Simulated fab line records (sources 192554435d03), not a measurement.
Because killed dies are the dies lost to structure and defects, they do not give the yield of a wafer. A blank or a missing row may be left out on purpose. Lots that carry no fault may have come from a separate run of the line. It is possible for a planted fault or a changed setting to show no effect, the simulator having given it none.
Matching of chambers + flow n5Finfet + 4 sister chambers for N5_DUMMY_REMOVAL_STRIP_10 on rieDiel-01
The step strips in N2/H2, time 40 s. 4 wafers are shown with their chamber, then 11 later ones without.

== EACH WAFER AND ITS CHAMBER ==
| wafer  | chamber | showerheadPlenumPTorr (Torr) |
|--------|---------|------------------------------|
| L085.4 | 0       | 3.51                         |
| L087.1 | 3       | 3.33                         |
| L087.6 | 1       | 3.33                         |
| L089.4 | 2       | 3.45                         |

== WAFERS MISSING THEIR CHAMBER ==
| wafer  | showerheadPlenumPTorr (Torr) |
|--------|------------------------------|
| L089.5 | 3.45                         |
| L089.6 | 3.33                         |
| L091.2 | 3.44                         |
| L091.3 | 3.50                         |
| L091.4 | 3.32                         |
| L093.2 | 3.32                         |
| L093.4 | 3.50                         |
| L093.5 | 3.32                         |
| L097.2 | 3.49                         |
| L097.5 | 3.49                         |
| L097.6 | 3.43                         |

== CHAMBER TAKEN BY EACH ==
| wafer  | from the rows above     | in truth |
|--------|-------------------------|----------|
| L089.5 | 2                       | 2        |
| L089.6 | can't be placed: 1 or 3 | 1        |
| L091.2 | 2                       | 2        |
| L091.3 | 0                       | 0        |
| L091.4 | can't be placed: 1 or 3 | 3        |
| L093.2 | can't be placed: 1 or 3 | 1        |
| L093.4 | 0                       | 0        |
| L093.5 | can't be placed: 1 or 3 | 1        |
| L097.2 | can't be placed: 0 or 2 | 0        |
| L097.5 | can't be placed: 0 or 2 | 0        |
| L097.6 | 2                       | 2        |
Correctly placed: 5 of 11. Unplaceable from these rows: 6, with the true chamber sitting among the candidates in 6. Number placed wrongly: 0.
How it was worked out, from the rows above alone: a wafer's distance from a chamber is the root of the sum, over the readings, of the square of ((its reading less the chamber's mean) divided by the reading's scatter). If the next closest chamber is less than 2 further off than the closest, the wafer can't be placed; otherwise it belongs to the closest. For every chamber, the mean is computed from those of its wafers that are shown. The scatter (one wafer shown for each chamber): square how far every hidden wafer sits from the nearest shown wafer, average those squares and take the square root.
